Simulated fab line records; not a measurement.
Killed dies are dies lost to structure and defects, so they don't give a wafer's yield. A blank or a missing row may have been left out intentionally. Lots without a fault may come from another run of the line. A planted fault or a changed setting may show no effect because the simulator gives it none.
Split-lot trial + flow n5Finfet + 21 wafers read from 7 lots, route of 1938 steps

ON THE SPLIT
At N5_BEOL_M4_TRENCH_ETCH_37 (etches SiOC in C4F6/O2, target depth 55.555 nm, time 29.2 s), the setting biasW was moved away from the recipe's 185 W on 4 of the 21 wafers read, by -12.0% to +16.2%. The other wafers ran this setting at the recipe's value.

FROM THE SPLIT TO THE READING: what the file shows between them, 2 steps
- N5_BEOL_M4_ETCH_41: etches SiCN in CH3F/O2, target depth 29.9 nm, time 52.5 s
- N5_BEOL_M4_STRIP_97: strips in N2/H2, time 10 s

THE READING
trenchDepthNm, in nm, at N5_BEOL_M4_OCD_MEAS_38. On this fab line, fault-free wafers typically give 55.7 nm with a standard deviation of 0.59 nm.

| wafer  | tool, chamber at the split | biasW as run, W | against the recipe | trenchDepthNm, nm | against lot-mates on the recipe |
|--------|----------------------------|-----------------|--------------------|-------------------|---------------------------------|
| L076.1 | rieDiel-03, 2              | 210.4           | +13.7%             | 57.8              | +3.3                            |
| L076.3 | rieDiel-03, 3              | 185             | recipe             | 53.8              | -                               |
| L076.6 | rieDiel-03, 1              | 185             | recipe             | 55.2              | -                               |
| L078.2 | rieDiel-02, 2              | 185             | recipe             | 55.5              | -                               |
| L078.3 | rieDiel-02, 3              | 185             | recipe             | 55.3              | -                               |
| L078.6 | rieDiel-02, 3              | 185             | recipe             | 55.6              | -                               |
| L080.1 | rieDiel-03, 3              | 162.8           | -12.0%             | 52.3              | -3.6                            |
| L080.5 | rieDiel-03, 1              | 185             | recipe             | 55.9              | -                               |
| L080.6 | rieDiel-03, 3              | 162.8           | -12.0%             | 52.5              | -3.4                            |
| L086.1 | rieDiel-01, 2              | 185             | recipe             | 55.5              | -                               |
| L086.4 | rieDiel-01, 0              | 185             | recipe             | 56.0              | -                               |
| L086.6 | rieDiel-01, 0              | 185             | recipe             | 55.9              | -                               |
| L085.1 | rieDiel-01, 1              | 185             | recipe             | 56.3              | -                               |
| L085.2 | rieDiel-01, 0              | 185             | recipe             | 55.9              | -                               |
| L085.4 | rieDiel-01, 1              | 185             | recipe             | 56.2              | -                               |
| L093.2 | rieDiel-03, 3              | 185             | recipe             | 57.0              | -                               |
| L093.5 | rieDiel-03, 1              | 185             | recipe             | 55.9              | -                               |
| L093.6 | rieDiel-03, 2              | 185             | recipe             | 56.0              | -                               |
| L094.1 | rieDiel-01, 3              | 185             | recipe             | 56.4              | -                               |
| L094.4 | rieDiel-01, 2              | 185             | recipe             | 56.3              | -                               |
| L094.6 | rieDiel-01, 0              | 215             | +16.2%             | 58.8              | +2.5                            |

THE FIT
A straight line over all 21 wafers: trenchDepthNm changes by +0.214 nm for each +1% of biasW; r = +0.88; the points scatter about the line by 0.71 nm.
The same after taking each lot's own level away (the mean of its wafers on the recipe; 21 wafers): +0.23 nm for each +1%; r = +0.95; scatter 0.48 nm.
According to that fit, moving biasW by its largest amount changes the reading by 3.7 nm.
Across the lots, their own levels run from 54.50 to 56.35 nm, a range of 3.1 times the standard deviation given above.
The two slopes agree, so the slope changes little with the lot-to-lot level.
Check: with one of the wafers moved furthest among these (+16.2%) left out of the fit, the line predicts +4.34 nm for it against its lot-mates. Against them it came out at +2.45 nm.
Tool readings at the split's step, against how far the setting was moved: rfVppV r = +0.98.

THE WHOLE CHAIN: every reading that the file lists as answering this split, in the file's order
| step                      | what it does                                                | reading                                                                 | change (the file's fit)               | r (the file's) |
|---------------------------|-------------------------------------------------------------|-------------------------------------------------------------------------|---------------------------------------|----------------|
| N5_BEOL_M4_TRENCH_ETCH_37 | etches SiOC in C4F6/O2, target depth 55.555 nm, time 29.2 s | rfVppV                                                                  | +5.5 V for each +1% of the setting    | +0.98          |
| N5_BEOL_M4_TRENCH_ETCH_37 | etches SiOC in C4F6/O2, target depth 55.555 nm, time 29.2 s | etch.depthNm (the simulator's own value, which no gauge read)           | +0.227 nm for each +1% of the setting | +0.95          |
| N5_BEOL_M4_TRENCH_ETCH_37 | etches SiOC in C4F6/O2, target depth 55.555 nm, time 29.2 s | BEOL_M4.featureDepthNm (the simulator's own value, which no gauge read) | +0.226 nm for each +1% of the setting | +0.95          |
| N5_BEOL_M4_OCD_MEAS_38    |                                                             | trenchDepthNm                                                           | +0.214 nm for each +1% of the setting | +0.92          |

THE FILE'S OWN FIT
trenchDepthNm changes by +0.214 nm for each +1% of biasW, r = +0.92.
